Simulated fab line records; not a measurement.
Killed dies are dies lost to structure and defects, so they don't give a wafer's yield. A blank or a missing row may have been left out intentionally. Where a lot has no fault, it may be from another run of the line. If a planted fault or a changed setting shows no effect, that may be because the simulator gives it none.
fab line records -- flow n5_finfet
record lots=8, wafers=24, last_day=17
route steps=1938 shown BEOL_M4@1111 BEOL_M14@1747 PASSIVATION@1936
lots untouched by any fault: they come from a run of this same line in which no faults occurred
start_h: hours from the record's first day to the start of the lot's first wafer shown -- wait_h: how many hours have passed since the lot's step before this one -- " repeats the value in the row above -- L1.1+2: one row covering several wafers at once -- - no value present, or no start provided -- * or withheld: withheld -- < > ~ a bound
route shown NAME@n: NAME is a module with steps in the file, n the number in the route of the first one -- usual: mean/standard deviation of fault-free wafers -- same: alike in all rows -- chamber/n: place in a boat -- sites: per-site readings -- _std_site: how widely they spread, as a standard deviation -- _edge_site: inner sites' mean taken away from outer sites' mean -- radius_mm: for every site, how far away it sits from the centre of the wafer -- mask NAME#n: copy n -- behind: the tool/chamber that last shaped the wafer -- hold: the reason the lot was held/the length of the hold in hours/how it ended -- device: whichever transistor did not switch (one of n, p or np) -- end of line: tests run on the same wafers once the route is complete -- for a step that has no rows: nothing shown but its recipe -- killed: dies that structure and defects cost at the first sort, which is not the same as the wafer's yield -- map: shows each die of a wafer: x if killed, . if not, _ if none is there
set.NAME: the run value of the setting; set.NAME@STEP: its run value at that earlier step -- model.NAME: the simulator's own value behind a step, which no gauge read
one table for each step of the route and one row for each wafer, over a sample of lots
services: the hour from which a tool's chamber was out of use, counted from the record's first day as start_h (under 0 if before that day), plus the number of hours and why
## steps
# step N5_BEOL_M4_RC_MEAS_101
# usual DIBL_N=35.9/1.6, DIBL_P=35.6/2.1, IOFF_N=0.149/0.029, IOFF_P=0.20/0.033, ION_N=671/11, ION_P=460/7.3, SS_N=71.4/0.62, SS_P=73.2/0.65, VT_N=251/3.1, VT_P=-251/3.4
lot.wafer,tool,chamber,start_h,wait_h,DIBL_N[mV/V],DIBL_P[mV/V],IOFF_N[nA/um],IOFF_P[nA/um],ION_N[uA/um],ION_P[uA/um],SS_N[mV/dec],SS_P[mV/dec],VT_N[mV],VT_P[mV]
L901.2,prober-02,0,205.42,0.2,38.3,37.6,0.182,0.26,680,468,72.3,73.0,247,-248
L901.5,prober-02,0,205.42,0.2,35.9,34.8,0.149,0.22,675,471,71.2,72.7,250,-245
L901.6,prober-02,0,205.42,0.2,35.0,33.7,0.126,0.19,663,461,70.9,72.9,252,-251
L909.1,prober-01,0,257.33,0.0,37.1,35.7,0.152,0.18,673,462,71.7,73.0,252,-253
L909.5,prober-01,0,257.33,0.0,37.1,36.3,0.158,0.19,670,464,72.0,73.3,250,-253
L909.6,prober-01,0,257.33,0.0,37.4,37.6,0.155,0.20,677,460,72.0,73.9,251,-250
L911.1,prober-02,0,273.80,0.0,37.3,38.0,0.163,0.23,665,458,72.7,73.9,250,-251
L911.2,prober-02,0,273.80,0.0,36.2,35.3,0.141,0.18,656,450,71.8,73.1,253,-257
L911.6,prober-02,0,273.80,0.0,36.7,35.5,0.150,0.19,661,458,72.4,73.3,253,-254
L912.1,prober-02,0,277.04,0.0,35.2,34.7,0.118,0.16,661,454,71.2,73.4,254,-257
L912.3,prober-02,0,277.04,0.0,36.1,35.8,0.131,0.18,667,457,71.2,73.6,255,-252
L912.4,prober-02,0,277.04,0.0,35.1,34.6,0.127,0.16,680,464,70.7,73.3,251,-255
L913.2,prober-02,0,281.01,0.2,35.2,34.6,0.132,0.20,664,459,71.1,73.1,252,-249
L913.4,prober-02,0,281.01,0.2,34.2,32.9,0.123,0.18,653,455,71.3,72.2,254,-251
L913.5,prober-02,0,281.01,0.2,35.3,34.5,0.137,0.19,656,454,71.7,72.8,253,-250
L914.1,prober-01,0,283.36,0.0,35.7,34.9,0.132,0.20,672,465,72.0,73.4,254,-250
L914.2,prober-01,0,283.36,0.0,33.7,32.6,0.110,0.17,651,454,70.9,72.2,254,-249
L914.3,prober-01,0,283.36,0.0,36.3,35.9,0.150,0.21,664,453,71.7,73.2,252,-248
L915.2,prober-02,0,288.99,0.2,36.6,35.6,0.183,0.23,677,466,72.1,73.3,245,-249
L915.3,prober-02,0,288.99,0.2,35.3,35.2,0.175,0.23,686,469,71.3,73.8,245,-248
L915.5,prober-02,0,288.99,0.2,35.5,34.1,0.161,0.20,670,457,72.1,73.5,248,-251
L917.1,prober-02,0,303.75,0.0,34.6,34.7,0.133,0.19,665,458,71.8,72.8,251,-251
L917.3,prober-02,0,303.75,0.0,34.9,33.6,0.135,0.16,679,461,71.3,72.4,252,-253
L917.5,prober-02,0,303.75,0.0,35.7,34.8,0.154,0.19,681,459,71.5,73.6,250,-249
# step N5_BEOL_M14_OVL_MEAS_29
# recipe points_per_wafer=44
# usual M14_OVL=1/5.7
lot.wafer,tool,chamber,start_h,wait_h,M14_OVL[nm]
L901.2,overlay-02,0,282.46,0.0,4
L901.5,overlay-02,0,282.46,0.0,9
L901.6,overlay-02,0,282.46,0.0,3
L909.1,overlay-01,0,333.40,0.0,-6
L909.5,overlay-01,0,333.40,0.0,-8
L909.6,overlay-01,0,333.40,0.0,-9
L912.1,overlay-02,0,349.03,0.0,-2
L912.3,overlay-02,0,349.03,0.0,10
L912.4,overlay-02,0,349.03,0.0,5
L911.1,overlay-02,0,349.81,0.0,-5
L911.2,overlay-02,0,349.81,0.0,-3
L911.6,overlay-02,0,349.81,0.0,3
L913.2,overlay-02,0,350.82,0.0,7
L913.4,overlay-02,0,350.82,0.0,6
L913.5,overlay-02,0,350.82,0.0,4
L914.1,overlay-01,0,359.24,0.0,4
L914.2,overlay-01,0,359.24,0.0,-6
L914.3,overlay-01,0,359.24,0.0,5
L915.2,overlay-02,0,363.58,0.0,7
L915.3,overlay-02,0,363.58,0.0,6
L915.5,overlay-02,0,363.58,0.0,8
L917.1,overlay-01,0,380.84,0.0,-2
L917.3,overlay-01,0,380.84,0.0,-1
L917.5,overlay-01,0,380.84,0.0,-1
# step N5_BEOL_M14_STRIP_37
# recipe chemistry=O2, power_w=600, temp_c=60, pressure_mtorr=30, rf_frequency_hz=6e+07, bias_power_w=0, overash_fraction=0.3, o2_flow_sccm=225
# usual drypump_motor_current_A=5.8/0.47, oes_product_au=0.77/0.087, rf_vpp_V=3.8/1, showerhead_plenum_p_Torr=2.11/0.049, throttle_valve_pct=16.8/0.32
# same overash_fraction=0.3
lot.wafer,tool,chamber,start_h,wait_h,drypump_motor_current_A,oes_product_au,rf_hours_counter_h,rf_vpp_V,showerhead_plenum_p_Torr,throttle_valve_pct
L901.2,rie_diel-06,3,284.58,1.4,5.7,0.80,123,3.8,2.11,16.9
L901.5,rie_diel-06,1,284.58,1.4,5.7,0.66,-,4.2,2.16,17.0
L901.6,rie_diel-06,0,284.58,1.4,6.4,0.67,-,3.7,2.07,17.2
L909.1,rie_diel-06,1,334.18,0.1,5.7,0.98,3,3.3,2.16,16.5
L909.5,rie_diel-06,1,334.18,0.1,5.7,0.96,-,3.9,2.16,16.5
L909.6,rie_diel-06,3,334.18,0.1,5.7,0.78,-,3.5,2.11,16.9
L912.1,rie_diel-02,1,349.74,0.0,6.3,0.90,30,5.4,2.04,16.1
L912.3,rie_diel-02,2,349.74,0.0,5.1,0.67,245,5.2,2.08,17.3
L912.4,rie_diel-02,3,349.74,0.0,5.9,0.71,183,2.8,2.09,17.1
L911.1,rie_diel-05,1,351.10,0.3,6.2,0.78,150,3.4,2.10,16.9
L911.2,rie_diel-05,0,351.10,0.3,5.5,0.73,182,4.7,2.09,17.1
L911.6,rie_diel-05,0,351.10,0.3,5.5,0.72,-,3.3,2.09,17.1
L913.2,rie_diel-06,1,352.00,0.4,5.7,0.93,10,3.3,2.16,16.5
L913.4,rie_diel-06,2,352.00,0.4,5.5,0.70,186,1.5,2.07,16.7
L913.5,rie_diel-06,3,352.00,0.4,5.7,0.76,-,5.7,2.10,16.9
L914.1,rie_diel-02,1,365.33,5.3,6.3,0.88,35,4.6,2.04,16.0
L914.2,rie_diel-02,0,365.33,5.3,6.5,0.79,120,3.5,2.18,16.7
L914.3,rie_diel-02,3,365.33,5.3,5.9,0.72,189,3.6,2.09,17.1
L915.2,rie_diel-05,3,365.79,1.3,5.4,0.75,156,4.0,2.21,16.7
L915.3,rie_diel-05,0,365.79,1.3,5.5,0.71,188,2.8,2.09,17.1
L915.5,rie_diel-05,3,365.79,1.3,5.5,0.76,-,3.9,2.21,16.7
L917.1,rie_diel-06,0,381.95,0.4,6.4,0.94,12,3.7,2.06,16.7
L917.3,rie_diel-06,3,381.95,0.4,5.7,0.74,162,2.2,2.10,17.0
L917.5,rie_diel-06,3,381.95,0.4,5.7,0.78,-,3.8,2.10,17.0
# step N5_BEOL_M14_PRE_CLEAN_42
# recipe gas=H2/He, time_s=30, temp_c=300
# usual heater_power_w=449/34
# same time_s=30
lot.wafer,tool,chamber,start_h,wait_h,heater_power_w
L901.2,pvd_sputter-03,-,285.51,0.0,404
L901.5,pvd_sputter-03,-,285.51,0.0,444
L901.6,pvd_sputter-03,-,285.51,0.0,407
L909.1,pvd_sputter-01,-,334.84,0.0,452
L909.5,pvd_sputter-01,-,334.84,0.0,418
L909.6,pvd_sputter-01,-,334.84,0.0,474
L912.1,pvd_sputter-03,-,350.17,0.0,453
L912.3,pvd_sputter-03,-,350.17,0.0,402
L912.4,pvd_sputter-03,-,350.17,0.0,503
L911.1,pvd_sputter-02,-,351.64,0.0,456
L911.2,pvd_sputter-02,-,351.64,0.0,441
L911.6,pvd_sputter-02,-,351.64,0.0,403
L913.2,pvd_sputter-02,-,354.20,0.0,439
L913.4,pvd_sputter-02,-,354.20,0.0,445
L913.5,pvd_sputter-02,-,354.20,0.0,405
L914.1,pvd_sputter-02,-,366.04,0.0,400
L914.2,pvd_sputter-02,-,366.04,0.0,453
L914.3,pvd_sputter-02,-,366.04,0.0,397
L915.2,pvd_sputter-01,-,366.39,0.0,431
L915.3,pvd_sputter-01,-,366.39,0.0,455
L915.5,pvd_sputter-01,-,366.39,0.0,447
L917.1,pvd_sputter-03,-,382.47,0.0,406
L917.3,pvd_sputter-03,-,382.47,0.0,487
L917.5,pvd_sputter-03,-,382.47,0.0,436
# step N5_BEOL_M14_CMP_49
# recipe stop_on=SiO2, t_overpolish_s=5.2, down_force_psi=2, platen_rpm=80, clearing_platen_down_force_psi=2, clearing_platen_rpm=80, post_cmp_clean=cu_alkaline, target_thk_nm=560, clearing_platen_pad_velocity_m_s=1.5917, pad_velocity_m_s=1.5917
# usual barrier_field_endpoint_s=11.39/0.27, clearing_platen_down_force_psi=2.000/0.0041, head_pressure_psi=2.000/0.004, motor_current_A=8.2/0.85, overpolish_run_s=5.199/0.009, pad_life_wafers=909/540, time_to_endpoint_s=122/3.9
lot.wafer,tool,chamber,start_h,wait_h,barrier_field_endpoint_s,clearing_platen_down_force_psi,head_pressure_psi,motor_current_A,overpolish_run_s,pad_life_wafers,time_to_endpoint_s
L901.2,cmp-03,3,286.44,0.3,11.76,1.999,2.000,7.8,5.201,243,126
L901.5,cmp-03,0,286.44,0.3,11.32,1.996,2.000,8.8,5.189,-,123
L901.6,cmp-03,1,286.44,0.3,11.43,2.002,2.005,9.6,5.207,-,122
L909.1,cmp-04,1,336.16,0.3,-,-,-,-,-,-,-
L909.5,cmp-04,1,336.16,0.3,-,-,-,-,-,-,-
L909.6,cmp-04,2,336.16,0.3,-,-,-,-,-,-,-
L912.4,cmp-03,3,351.01,0.2,-,-,-,-,-,-,-
L912.3,cmp-03,0,351.01,0.2,-,-,-,-,-,-,-
L912.1,cmp-03,1,351.01,0.2,-,-,-,-,-,-,-
L911.1,cmp-01,2,352.44,0.3,-,-,-,-,-,-,-
L911.2,cmp-01,0,352.44,0.3,-,-,-,-,-,-,-
L911.6,cmp-01,2,352.44,0.3,-,-,-,-,-,-,-
L913.4,cmp-01,0,355.04,0.2,12.10,1.999,1.999,8.1,5.191,2065,130
L913.2,cmp-01,2,355.04,0.2,11.47,1.997,1.999,7.5,5.197,2067,124
L913.5,cmp-01,3,355.04,0.2,11.67,1.998,2.007,8.4,5.185,-,128
L914.1,cmp-04,3,367.04,0.3,11.44,2.002,2.004,9.3,5.209,1441,122
L914.2,cmp-04,0,367.04,0.3,11.50,1.999,1.998,9.0,5.193,1442,126
L914.3,cmp-04,1,367.04,0.3,11.60,1.996,2.001,7.1,5.212,1443,124
L915.2,cmp-01,1,367.49,0.2,11.36,1.997,2.004,8.0,5.197,49,120
L915.3,cmp-01,2,367.49,0.2,11.03,1.997,2.000,7.7,5.201,50,113
L915.5,cmp-01,0,367.49,0.2,11.33,1.994,2.002,8.1,5.182,-,123
L917.3,cmp-03,0,383.27,0.2,11.59,2.001,1.998,8.7,5.198,1020,123
L917.1,cmp-03,3,383.27,0.2,11.44,1.994,2.006,8.1,5.206,1023,123
L917.5,cmp-03,1,383.27,0.2,11.43,2.003,2.001,9.4,5.197,-,123
# step N5_BEOL_M14_THK_MEAS_50
# recipe thk_meas_gauge=xrf, reads=Cu_of_BEOL_M14_ECD_47
# usual M14_THK=530/9.5
lot.wafer,tool,chamber,start_h,wait_h,M14_THK[nm]
L901.2,film_metro-02,-,286.62,-,523
L901.5,film_metro-02,-,286.62,-,536
L901.6,film_metro-02,-,286.62,-,546
L909.1,film_metro-02,-,336.46,0.3,1193
L909.5,film_metro-02,-,336.46,0.3,1185
L909.6,film_metro-02,-,336.46,0.3,1174
L912.1,film_metro-01,-,351.27,0.1,1188
L912.3,film_metro-01,-,351.27,0.1,1191
L912.4,film_metro-01,-,351.27,0.1,1190
L911.1,film_metro-01,-,352.73,0.3,1187
L911.2,film_metro-01,-,352.73,0.3,1202
L911.6,film_metro-01,-,352.73,0.3,1169
L913.2,film_metro-01,-,355.29,-,513
L913.4,film_metro-01,-,355.29,-,527
L913.5,film_metro-01,-,355.29,-,539
L914.1,film_metro-01,-,367.30,-,508
L914.2,film_metro-01,-,367.30,-,537
L914.3,film_metro-01,-,367.30,-,534
L915.2,film_metro-01,-,367.75,-,527
L915.3,film_metro-01,-,367.75,-,534
L915.5,film_metro-01,-,367.75,-,527
L917.1,film_metro-01,-,383.56,-,530
L917.3,film_metro-01,-,383.56,-,532
L917.5,film_metro-01,-,383.56,-,528
# step N5_BEOL_M14_RS_MEAS_54
# recipe thk_meas_gauge=four-point-probe, reads=Cu_of_BEOL_M14_ECD_47+Ta_of_BEOL_M14_SPUTTER_44+TaN_of_BEOL_M14_SPUTTER_43
# usual M14_RS=0.0331/0.00062
lot.wafer,tool,chamber,start_h,wait_h,M14_RS[ohm/sq]
L901.2,film_metro-02,-,286.75,0.1,0.0338
L901.5,film_metro-02,-,286.75,0.1,0.0328
L901.6,film_metro-02,-,286.75,0.1,0.0323
L909.1,film_metro-02,-,336.59,0.0,0.0135
L909.5,film_metro-02,-,336.59,0.0,0.0135
L909.6,film_metro-02,-,336.59,0.0,0.0136
L912.1,film_metro-02,-,351.40,0.0,0.0135
L912.3,film_metro-02,-,351.40,0.0,0.0135
L912.4,film_metro-02,-,351.40,0.0,0.0135
L911.1,film_metro-01,-,352.86,0.0,0.0136
L911.2,film_metro-01,-,352.86,0.0,0.0135
L911.6,film_metro-01,-,352.86,0.0,0.0138
L913.2,film_metro-02,-,355.42,0.1,0.0344
L913.4,film_metro-02,-,355.42,0.1,0.0332
L913.5,film_metro-02,-,355.42,0.1,0.0326
L914.1,film_metro-01,-,367.43,0.0,0.0346
L914.2,film_metro-01,-,367.43,0.0,0.0326
L914.3,film_metro-01,-,367.43,0.0,0.0327
L915.2,film_metro-02,-,367.88,0.1,0.0336
L915.3,film_metro-02,-,367.88,0.1,0.0328
L915.5,film_metro-02,-,367.88,0.1,0.0334
L917.1,film_metro-02,-,383.72,0.1,0.0329
L917.3,film_metro-02,-,383.72,0.1,0.0329
L917.5,film_metro-02,-,383.72,0.1,0.0331
# step N5_BEOL_M14_INSPECT_55
# recipe inspect_instrument=darkfield, mode=post_dep
# usual raw_defect_count=73/24
lot.wafer,tool,chamber,start_h,wait_h,raw_defect_count
L901.2,defect_inspect-01,-,286.78,0.0,113
L901.5,defect_inspect-01,-,286.78,0.0,176
L901.6,defect_inspect-01,-,286.78,0.0,122
L909.1,defect_inspect-01,-,336.61,0.0,6487
L909.5,defect_inspect-01,-,336.61,0.0,6394
L909.6,defect_inspect-01,-,336.61,0.0,6575
L912.1,defect_inspect-02,-,351.43,0.0,6492
L912.3,defect_inspect-02,-,351.43,0.0,6540
L912.4,defect_inspect-02,-,351.43,0.0,6489
L911.1,defect_inspect-01,-,352.89,0.0,6555
L911.2,defect_inspect-01,-,352.89,0.0,6392
L911.6,defect_inspect-01,-,352.89,0.0,6593
L913.2,defect_inspect-01,-,355.45,0.0,63
L913.4,defect_inspect-01,-,355.45,0.0,106
L913.5,defect_inspect-01,-,355.45,0.0,113
L914.1,defect_inspect-01,-,367.45,0.0,81
L914.2,defect_inspect-01,-,367.45,0.0,75
L914.3,defect_inspect-01,-,367.45,0.0,83
L915.2,defect_inspect-02,-,367.90,0.0,67
L915.3,defect_inspect-02,-,367.90,0.0,47
L915.5,defect_inspect-02,-,367.90,0.0,92
L917.1,defect_inspect-01,-,383.75,0.0,41
L917.3,defect_inspect-01,-,383.75,0.0,31
L917.5,defect_inspect-01,-,383.75,0.0,64
# step N5_PASSIVATION_PROBE_49
# usual defect_limited_yield=90.9/1.5, killed_at_M0_to_M3=36/9.9, killed_at_M4_up=13/4.5, killed_at_contacts=13/6.4, killed_at_front_end=42/12, killed_at_other=3.4/3, killed_dies=107/18, killed_on_rim=14/4.3, killed_open=69/13, killed_short=35/8.2, sort_bin_5_function=5.3/1.1, sort_bin_6_memory=3.4/0.69, sort_n_pass=1073/18, sort_yield_pct=90.9/1.5
# same gross_dies=1180, killed_at_back_side=0, sort_bin_4_leakage[%]=0, sort_bin_8_speed[%]=0
lot.wafer,tool,chamber,start_h,wait_h,defect_limited_yield[%],killed_at_M0_to_M3,killed_at_M4_up,killed_at_contacts,killed_at_front_end,killed_at_other,killed_dies,killed_on_rim,killed_open,killed_short,sort_bin_5_function[%],sort_bin_6_memory[%],sort_n_pass,sort_yield_pct[%]
L909.1,prober-02,-,355.98,0.0,0,33,1085,17,40,5,1180,152,73,31,5.3,3.5,0,0
L909.5,prober-02,-,356.18,0.2,0,54,1060,14,52,0,1180,152,90,42,6.9,3.8,0,0
L909.6,prober-02,-,356.23,0.3,0,34,1095,14,36,1,1180,152,70,25,5.3,2.5,0,0
L912.1,prober-01,-,376.51,1.1,0,45,1100,9,25,1,1180,152,70,23,4.5,3.2,0,0
L912.3,prober-01,-,376.61,1.2,0,48,1060,17,53,2,1180,152,67,58,6.3,4.1,0,0
L912.4,prober-01,-,376.66,1.2,0,35,1084,6,53,2,1180,152,67,37,5.9,3.1,0,0
L911.1,prober-01,-,382.15,0.0,0,15,1099,18,46,2,1180,152,62,30,4.3,3.3,0,0
L911.2,prober-01,-,382.20,0.1,0,26,1106,12,34,2,1180,152,57,28,4.1,3.0,0,0
L911.6,prober-01,-,382.40,0.3,0,24,1101,19,31,5,1180,152,57,28,4.2,2.9,0,0
# killed by level:class
L909.1 BEOL_M14:area_cmp=1074 MOL_CONTACT_COAG:geometric_particle:open=15 STI_FIN_REVEAL:geometric_particle:open=10 FIN_SAQP:geometric_particle:open=9 FIN_SAQP:geometric_particle:short=7 BEOL_M0_SAQP:geometric_particle:short=7 BEOL_M2:geometric_particle:open=7 BEOL_M0_SAQP:geometric_particle:open=6
L909.5 BEOL_M14:area_cmp=1046 BEOL_M0_SAQP:geometric_particle:short=17 STI_FIN_REVEAL:geometric_particle:open=14 BEOL_M0_SAQP:geometric_particle:open=14 MOL_CONTACT_COAG:geometric_particle:open=13 FIN_SAQP:geometric_particle:open=11 BEOL_M3:geometric_particle:open=7 DUMMY_GATE:geometric_particle:open=6
L909.6 BEOL_M14:area_cmp=1083 MOL_CONTACT_COAG:geometric_particle:open=13 FIN_SAQP:geometric_particle:open=11 STI_FIN_REVEAL:geometric_particle:open=7 BEOL_M1:geometric_particle:open=7 BEOL_M0_SAQP:geometric_particle:open=6 BEOL_M2:geometric_particle:open=5 BEOL_M0_SAQP:geometric_particle:short=4
L912.1 BEOL_M14:area_cmp=1087 BEOL_M0_SAQP:geometric_particle:open=11 BEOL_M1:geometric_particle:open=9 MOL_CONTACT_COAG:geometric_particle:open=8 BEOL_M3:geometric_particle:open=7 BEOL_M4:geometric_particle:open=7 GATE_CUT:geometric_particle:open=6 BEOL_M2:geometric_particle:open=6
L912.3 BEOL_M14:area_cmp=1053 FIN_SAQP:geometric_particle:short=18 BEOL_M1:geometric_particle:open=14 MOL_CONTACT_COAG:geometric_particle:short=11 BEOL_M0_SAQP:geometric_particle:open=10 GATE_CUT:geometric_particle:short=7 MOL_CONTACT_COAG:geometric_particle:open=6 BEOL_M3:geometric_particle:open=6
L912.4 BEOL_M14:area_cmp=1073 STI_FIN_REVEAL:geometric_particle:open=12 FIN_SAQP:geometric_particle:open=9 BEOL_M2:geometric_particle:open=9 BEOL_M1:geometric_particle:open=7 FIN_SAQP:geometric_particle:short=6 STI_FIN_REVEAL:geometric_particle:short=5 MOL_CONTACT_COAG:geometric_particle:open=5
L911.1 BEOL_M14:area_cmp=1088 FIN_SAQP:geometric_particle:open=15 MOL_CONTACT_COAG:geometric_particle:open=13 FIN_SAQP:geometric_particle:short=10 BEOL_M4:geometric_particle:open=8 STI_FIN_REVEAL:geometric_particle:open=6 MOL_CONTACT_COAG:geometric_particle:short=5 GATE_CUT:geometric_particle:open=4
L911.2 BEOL_M14:area_cmp=1092 MOL_CONTACT_COAG:geometric_particle:open=9 FIN_SAQP:geometric_particle:short=7 BEOL_M1:geometric_particle:open=7 FIN_SAQP:geometric_particle:open=6 STI_FIN_REVEAL:geometric_particle:open=6 BEOL_M0_SAQP:geometric_particle:short=6 BEOL_M0_SAQP:geometric_particle:open=5
L911.6 BEOL_M14:area_cmp=1092 MOL_CONTACT_COAG:geometric_particle:open=13 FIN_SAQP:geometric_particle:open=6 STI_FIN_REVEAL:geometric_particle:open=6 MOL_CONTACT_COAG:geometric_particle:short=6 BEOL_M4:geometric_particle:open=6 BEOL_M0_SAQP:geometric_particle:short=5 GATE_CUT:geometric_particle:open=4
## services
tool,chamber,start_h,hours,kind
cmp-03,-,269.87,0.8,repair
cmp-03,-,277.03,0.6,repair
cmp-01,-,278.41,0.9,repair
rie_diel-06,0,289.58,6.3,repair
cmp-03,-,290.48,0.4,repair
rie_diel-05,3,300.97,6.5,repair
rie_diel-06,1,305.30,-,clean
rie_diel-06,1,305.30,-,consumable_replace:focus_ring
rie_diel-06,1,305.30,21.1,scheduled_down
rie_diel-06,1,305.30,21.1,vent_cycle
cmp-01,-,308.00,1.2,repair
rie_diel-02,0,313.14,13.1,repair
cmp-03,-,318.91,0.3,repair
rie_diel-06,0,326.61,-,clean
rie_diel-06,0,326.61,-,consumable_replace:focus_ring
rie_diel-06,0,326.61,19.2,scheduled_down
rie_diel-06,0,326.61,19.2,vent_cycle
cmp-04,-,335.44,0.7,repair
cmp-01,-,357.87,4.0,pm
cmp-03,-,358.35,1.5,repair
cmp-04,-,359.68,1.9,repair
cmp-01,-,368.23,8.7,pm
cmp-01,-,376.94,4.4,pm
cmp-01,-,382.25,8.5,repair
## key
first_sign step=N5_BEOL_M14_CMP_49, reading=tool_record, direction=missing
effect step=N5_BEOL_M14_THK_MEAS_50, reading=M14_THK, direction=up, sigmas=69, usual=530, struck=1186
effect step=N5_BEOL_M14_RS_MEAS_54, reading=M14_RS, direction=down, sigmas=32, usual=0.0331, struck=0.0136
effect step=N5_BEOL_M14_INSPECT_55, reading=raw_defect_count, direction=up, sigmas=99+, usual=73, struck=6502
effect step=N5_PASSIVATION_PROBE_49, reading=killed_at_M4_up, direction=up, sigmas=99+, usual=13, struck=1088
more_kills_born_at N5_BEOL_M14_CMP_49@cmp-01=3272, N5_BEOL_M14_CMP_49@cmp-03=3213, N5_BEOL_M14_CMP_49@cmp-04=3203
met_at N5_BEOL_M14_CMP_49
struck_lots L909,L911,L912
later_rows_left_out L909.1,L909.5,L909.6,L911.1,L911.2,L911.6,L912.1,L912.3,L912.4
not_acting_at N5_BEOL_M14_OVL_MEAS_29,N5_BEOL_M14_STRIP_37,N5_BEOL_M14_PRE_CLEAN_42
onset_between 286.44 336.16
fault kind=skipped_step_whole, tool=cmp-01,cmp-03,cmp-04, chamber=-, onset_h=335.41, steps=N5_BEOL_M14_CMP_49, scope=struck_lots_only
# later_rows_left_out: the simulator's readings of these wafers behind a module that went badly wrong aren't trusted and aren't shown, but for the sort
